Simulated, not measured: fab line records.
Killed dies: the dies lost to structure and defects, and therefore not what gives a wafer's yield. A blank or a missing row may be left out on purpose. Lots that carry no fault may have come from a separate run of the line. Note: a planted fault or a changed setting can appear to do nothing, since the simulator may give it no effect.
fab line records	flow nand-harc
record: lots: 13	wafers: 39	last-day: 34
route steps=1302 shown P_ZERO_WELL@68 P_STI@84 P_GATE@119
lots with no fault: from the same line, run without faults
start-h: start of the lot's first displayed wafer, in hours after the record's first day	wait-h: hours elapsed since this lot's preceding step	" as in the row above	L1.1+2: a row that stands for several wafers	- no value, or no start was given	* or withheld: withheld	< > ~ a bound
route shown NAME@n: names a module that has steps shown in the file, with the first one's number in the route	usual: mean and standard deviation over wafers with no fault	same: alike in all rows	chamber/n: place in a boat	sites: readings site by site	_std_site: how widely they spread, as a standard deviation	_edge_site: mean of outer sites minus mean of inner sites	radius-mm: for every site, how far away it sits from the centre of the wafer	mask NAME#n: copy n	behind: the tool/chamber that last shaped the wafer	hold: why the lot was held/for how many hours/how that ended	device: the transistor (n, p or np) that didn't switch	end of line: tests run on the same wafers once the route is complete	a step with no rows: only its recipe	killed: not the wafer's yield, but the dies lost to structure and defects at the first sort	map: the dies of a wafer, with x for killed, . for not killed, _ for no die there
set.NAME: the setting as run; set.NAME@STEP: as run at that earlier step	model.NAME: the simulator's own value behind a step, which no gauge read
steps of the route over a sample of lots; a table a step, a row a wafer
services: the hour from which a tool's chamber was out of use, counted from the record's first day as start-h (under 0 if before that day), plus the number of hours and why
== steps ==
step: NHARC_P_ZERO_WELL_INSPECT_43
usual: raw-defect-count: 13/6.4
lot.wafer	tool	chamber	start-h	wait-h	raw-defect-count
L963.2	defect-inspect-01	-	27.43	0.5	7
L963.3	"	-	"	"	8
L963.6	"	-	"	"	11
L965.1	defect-inspect-02	-	47.88	0.6	12
L965.3	"	-	"	"	14
L965.5	"	-	"	"	15
L966.2	defect-inspect-02	-	57.69	0.5	20
L966.5	"	-	"	"	20
L966.6	"	-	"	"	13
L967.2	defect-inspect-01	-	67.73	0.5	25
L967.5	"	-	"	"	7
L967.6	"	-	"	"	3
L969.1	defect-inspect-02	-	87.46	0.6	10
L969.2	"	-	"	"	12
L969.6	"	-	"	"	15
L970.2	defect-inspect-01	-	97.31	0.5	34
L970.3	"	-	"	"	12
L970.5	"	-	"	"	21
L971.1	defect-inspect-01	-	107.46	0.6	2
L971.4	"	-	"	"	14
L971.5	"	-	"	"	18
L972.1	defect-inspect-01	-	117.51	0.6	23
L972.3	"	-	"	"	12
L972.6	"	-	"	"	16
L973.3	defect-inspect-02	-	127.62	0.4	12
L973.5	"	-	"	"	8
L973.6	"	-	"	"	26
L974.1	defect-inspect-01	-	137.54	0.6	21
L974.2	"	-	"	"	8
L974.3	"	-	"	"	15
L977.1	defect-inspect-02	-	167.70	0.6	17
L977.2	"	-	"	"	14
L977.3	"	-	"	"	11
L985.3	defect-inspect-01	-	247.72	0.4	21
L985.4	"	-	"	"	15
L985.5	"	-	"	"	9
L986.1	defect-inspect-02	-	257.77	0.6	15
L986.5	"	-	"	"	15
L986.6	"	-	"	"	7
step: NHARC_P_STI_OVL_MEAS_10
usual: overlay-x-nm: 1/7.1	overlay-y-nm: -1/7.1
lot.wafer	tool	chamber	start-h	wait-h	overlay-x-nm	overlay-y-nm
L963.2	overlay-01	-	44.54	-	-6	0
L963.3	"	-	"	"	-6	1
L963.6	"	-	"	"	-7	1
L965.1	overlay-02	-	66.02	-	15	-1
L965.3	"	-	"	"	16	-1
L965.5	"	-	"	"	16	-1
L966.2	overlay-01	-	74.57	-	1	0
L966.5	"	-	"	"	2	0
L966.6	"	-	"	"	1	1
L967.2	overlay-01	-	84.07	-	-1	-3
L967.5	"	-	"	"	-1	-3
L967.6	"	-	"	"	-2	-3
L969.1	overlay-02	-	103.64	-	-1	-8
L969.2	"	-	"	"	-1	-8
L969.6	"	-	"	"	-1	-7
L970.2	overlay-02	-	111.89	-	5	6
L970.3	"	-	"	"	6	5
L970.5	"	-	"	"	6	6
L971.1	overlay-02	-	125.55	-	-1	4
L971.4	"	-	"	"	-1	4
L971.5	"	-	"	"	-1	4
L972.1	overlay-01	-	133.26	-	-11	-4
L972.3	"	-	"	"	-11	-4
L972.6	"	-	"	"	-11	-5
L973.3	overlay-01	-	144.94	-	8	-13
L973.5	"	-	"	"	9	-14
L973.6	"	-	"	"	8	-13
L974.1	overlay-02	-	153.76	-	12	7
L974.2	"	-	"	"	12	8
L974.3	"	-	"	"	12	7
L977.1	overlay-02	-	182.68	-	4	-2
L977.2	"	-	"	"	4	-1
L977.3	"	-	"	"	4	-2
L985.3	overlay-02	-	264.01	-	14	-15
L985.4	"	-	"	"	14	-14
L985.5	"	-	"	"	14	-13
L986.1	overlay-02	-	276.87	-	-7	-6
L986.5	"	-	"	"	-6	-7
L986.6	"	-	"	"	-7	-7
step: NHARC_P_GATE_EXPOSE_08
recipe: na: 0.6	dose-mj: 16.75	mask-id: P_HV
same: na: 0.6
lot.wafer	tool	chamber	start-h	wait-h	mask
L963.2+3+6	krf-scanner-02	0	85.44	-	P_HV#0
L965.1+3+5	krf-scanner-02	0	103.53	-	P_HV#0
L966.2+5+6	krf-scanner-03	0	108.64	-	P_HV#0
L967.2+5+6	krf-scanner-03	0	118.69	-	P_HV#0
L969.1+2+6	krf-scanner-02	0	142.33	-	P_HV#0
L970.2+3+5	krf-scanner-01	0	146.99	-	P_HV#0
L971.1+4+5	krf-scanner-01	0	160.35	-	P_HV#0
L972.1+3+6	krf-scanner-02	0	167.57	-	P_HV#0
L973.3+5+6	krf-scanner-03	0	179.01	-	P_HV#0
L974.1+2+3	krf-scanner-02	0	187.83	-	P_HV#0
L977.1+2+3	krf-scanner-02	0	226.69	-	P_PSD#0
L985.3+4+5	krf-scanner-02	0	302.61	-	P_HV#0
L986.1+5+6	krf-scanner-01	0	321.09	-	P_HV#0
step: NHARC_P_GATE_CD_MEAS_11
recipe: target-cd-nm: 1640	landing-energy-ev: 500
usual: cd-nm: 1640.3/1.7
same: landing-energy-ev: 500
lot.wafer	tool	chamber	start-h	wait-h	cd-nm
L963.2	cd-sem-02	0	85.60	-	1638.5
L963.3	"	0	"	"	1640.6
L963.6	"	0	"	"	1639.5
L965.1	cd-sem-03	0	103.68	-	1639.3
L965.3	"	0	"	"	1640.5
L965.5	"	0	"	"	1644.9
L966.2	cd-sem-01	0	108.80	-	1640.5
L966.5	"	0	"	"	1640.8
L966.6	"	0	"	"	1637.4
L967.2	cd-sem-03	0	118.85	-	1641.4
L967.5	"	0	"	"	1639.3
L967.6	"	0	"	"	1639.7
L969.1	cd-sem-01	0	142.48	-	1638.3
L969.2	"	0	"	"	1639.9
L969.6	"	0	"	"	1639.3
L970.2	cd-sem-01	0	147.14	-	1639.6
L970.3	"	0	"	"	1640.6
L970.5	"	0	"	"	1635.5
L971.1	cd-sem-03	0	160.51	-	1639.0
L971.4	"	0	"	"	1642.0
L971.5	"	0	"	"	1641.6
L972.1	cd-sem-02	0	167.73	-	1640.3
L972.3	"	0	"	"	1639.8
L972.6	"	0	"	"	1640.3
L973.3	cd-sem-01	0	179.16	-	1640.7
L973.5	"	0	"	"	1641.1
L973.6	"	0	"	"	1644.0
L974.1	cd-sem-02	0	187.98	-	1640.8
L974.2	"	0	"	"	1641.7
L974.3	"	0	"	"	1640.7
L977.1	cd-sem-02	0	226.85	-	-
L977.2	"	0	"	"	-
L977.3	"	0	"	"	-
L985.3	cd-sem-03	0	302.76	-	1640.2
L985.4	"	0	"	"	1642.2
L985.5	"	0	"	"	1641.2
L986.1	cd-sem-01	0	321.25	-	1642.0
L986.5	"	0	"	"	1640.8
L986.6	"	0	"	"	1640.3
step: NHARC_P_GATE_HM_OPEN_105
recipe: target-depth-a: 3600	o2-flow-sccm: 400	cos-flow-sccm: 20	ar-flow-sccm: 0	rf-w: 500	bias-w: 300	chemistry: O2/COS
usual: bias-w: 300.0/0.9	chamber-pressure-mTorr: 19.998/0.018	drypump-motor-current-A: 5.8/0.44	oes-product-au: 1.002/0.0092	rf-vpp-V: 467.3/2.9	showerhead-plenum-p-Torr: 3.13/0.13	throttle-valve-pct: 28.330/0.01
lot.wafer	tool	chamber	start-h	wait-h	bias-w	chamber-pressure-mTorr	drypump-motor-current-A	oes-product-au	rf-hours-counter-h	rf-vpp-V	showerhead-plenum-p-Torr	throttle-valve-pct
L963.2	rie-diel-10	2	-	-	298.6	20.006	5.4	1.003	0.9	472.8	3.32	28.316
L963.3	"	3	"	"	301.2	20.062	5.4	0.982	0.9	473.2	3.34	28.334
L963.6	"	2	"	"	299.0	19.998	5.4	1.010	-	469.4	3.32	28.321
L965.3	rie-diel-08	0	-	-	299.5	20.007	5.7	1.002	6.3	469.4	3.21	28.314
L965.1	"	1	"	"	300.6	19.967	6.4	1.002	5.1	465.4	2.99	28.347
L965.5	"	1	"	"	299.9	19.983	6.4	1.019	-	464.3	2.99	28.331
L966.2	rie-diel-10	3	-	-	300.7	19.993	5.4	0.975	2.8	470.6	3.34	28.327
L966.5	"	0	"	"	299.5	19.978	5.2	0.997	-	463.8	3.01	28.337
L966.6	"	1	"	"	298.2	20.026	5.3	0.980	-	467.7	3.09	28.316
L967.2	rie-diel-08	3	-	-	300.6	19.997	6.5	0.993	5.5	469.8	3.17	28.338
L967.5	"	2	"	"	301.1	20.020	5.8	1.007	-	464.2	3.01	28.342
L967.6	"	3	"	"	300.5	20.023	6.5	1.001	-	468.3	3.17	28.341
L969.2	rie-diel-08	2	-	-	300.1	19.968	5.8	0.982	5.6	465.2	3.00	28.320
L969.1	"	3	"	"	299.7	19.992	6.5	0.992	7.5	468.8	3.17	28.311
L969.6	"	2	"	"	300.7	19.974	5.8	0.994	-	464.5	3.00	28.331
L970.2	rie-diel-01	1	-	-	300.4	20.023	5.5	0.995	6.7	463.5	2.94	28.317
L970.3	"	3	"	"	299.3	19.994	6.0	1.023	6.9	468.1	3.18	28.338
L970.5	"	1	"	"	300.9	20.005	5.4	1.004	-	464.1	2.94	28.320
L971.4	rie-diel-08	2	-	-	300.1	19.994	5.8	0.997	7.4	464.7	3.00	28.317
L971.1	"	1	"	"	301.3	19.998	6.5	1.006	7.4	464.9	2.99	28.327
L971.5	"	3	"	"	299.7	20.029	6.5	1.001	-	470.6	3.17	28.313
L972.3	rie-diel-08	1	-	-	300.9	19.979	6.4	0.994	7.5	463.9	2.99	28.328
L972.1	"	0	"	"	299.9	19.995	5.7	1.008	10.1	468.5	3.21	28.331
L972.6	"	2	"	"	299.8	19.985	5.8	0.995	-	465.7	3.00	28.331
L973.3	rie-diel-10	1	-	-	301.0	19.980	5.4	0.989	6.3	466.5	3.09	28.339
L973.5	"	1	"	"	300.6	20.040	5.4	0.998	-	465.9	3.09	28.335
L973.6	"	2	"	"	299.5	19.994	5.4	1.002	-	472.4	3.32	28.346
L974.3	rie-diel-10	1	-	-	300.1	20.014	5.3	1.009	7.5	467.3	3.09	28.326
L974.1	"	2	"	"	299.1	19.953	5.4	0.999	8.1	471.0	3.32	28.330
L974.2	"	0	"	"	300.5	20.004	5.2	1.002	7.0	464.1	3.01	28.323
L977.3	rie-diel-08	2	-	-	299.1	19.984	5.8	1.005	3.5	465.3	3.00	28.323
L977.2	"	0	"	"	298.6	19.988	5.7	0.995	2.5	468.7	3.21	28.331
L977.1	"	1	"	"	299.5	19.993	6.5	1.001	3.5	461.8	2.99	28.327
L985.3	rie-diel-08	3	-	-	301.1	19.949	6.5	0.995	7.4	467.3	3.17	28.326
L985.4	"	0	"	"	299.5	19.984	5.7	1.001	5.7	469.1	3.21	28.322
L985.5	"	3	"	"	301.7	20.018	6.5	0.991	-	467.4	3.17	28.349
L986.1	rie-diel-01	1	-	-	299.5	19.993	5.5	1.007	6.3	463.5	2.94	28.310
L986.5	"	1	"	"	300.2	19.990	5.5	1.022	-	463.1	2.94	28.338
L986.6	"	2	"	"	298.3	19.991	6.4	1.005	-	471.4	3.29	28.326
== services ==
tool	chamber	start-h	hours	kind
rie-diel-10	-	65.50	9.0	pm
rie-diel-08	1	73.04	15.0	repair
rie-diel-08	2	74.28	29.9	repair
rie-diel-08	0	81.04	2.9	repair
krf-scanner-02	-	94.00	4.0	pm
rie-diel-08	3	99.96	23.6	repair
krf-scanner-03	-	121.22	10.0	repair
rie-diel-08	0	137.77	9.3	repair
krf-scanner-03	-	139.82	7.1	repair
krf-scanner-01	-	140.00	4.0	pm
krf-scanner-01	-	146.47	0.2	repair
rie-diel-08	1	152.97	10.4	repair
rie-diel-08	3	158.81	3.5	repair
rie-diel-10	3	164.30	1.6	repair
rie-diel-08	-	190.80	9.0	pm
rie-diel-10	2	197.99	7.6	repair
krf-scanner-01	-	208.21	15.4	repair
rie-diel-08	0	213.75	4.9	repair
rie-diel-10	-	242.97	9.0	pm
rie-diel-08	0	245.35	16.4	repair
krf-scanner-02	-	263.45	5.3	repair
rie-diel-08	3	265.34	3.9	repair
krf-scanner-02	-	268.76	4.0	pm
krf-scanner-02	-	292.47	1.3	repair
== key ==
first-sign: step: NHARC_P_GATE_EXPOSE_08	reading: mask	direction: changed
effect: step: NHARC_P_GATE_CD_MEAS_11	reading: cd-nm	direction: missing
met-at NHARC_P_GATE_EXPOSE_08
struck-lots L977
later-rows-left-out L977.1,L977.2,L977.3
sort-left-out L977.1,L977.2,L977.3
tester-left-out L977
not-acting-at NHARC_P_ZERO_WELL_INSPECT_43,NHARC_P_STI_OVL_MEAS_10,NHARC_P_GATE_HM_OPEN_105
onset-between 187.83 226.69
fault: kind: wrong-mask	tool: any	chamber: -	onset-h: 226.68	steps: NHARC_P_GATE_EXPOSE_08	aux-copy: P_PSD#0	scope: struck-lots-only
tester-left-out: of these lots the tester's yield and bins aren't shown, on N5 and GAA mostly nor the transistor test; their killed dies are dies lost to structure and defects alone, not to doping, threshold or leakage, so they don't give the yield
sort-left-out: the simulated sort isn't trusted on such a fault, so these wafers' sort isn't shown, and their yield isn't known
later-rows-left-out: the simulator's readings of these wafers behind a module that went badly wrong aren't trusted and aren't shown, but for the sort
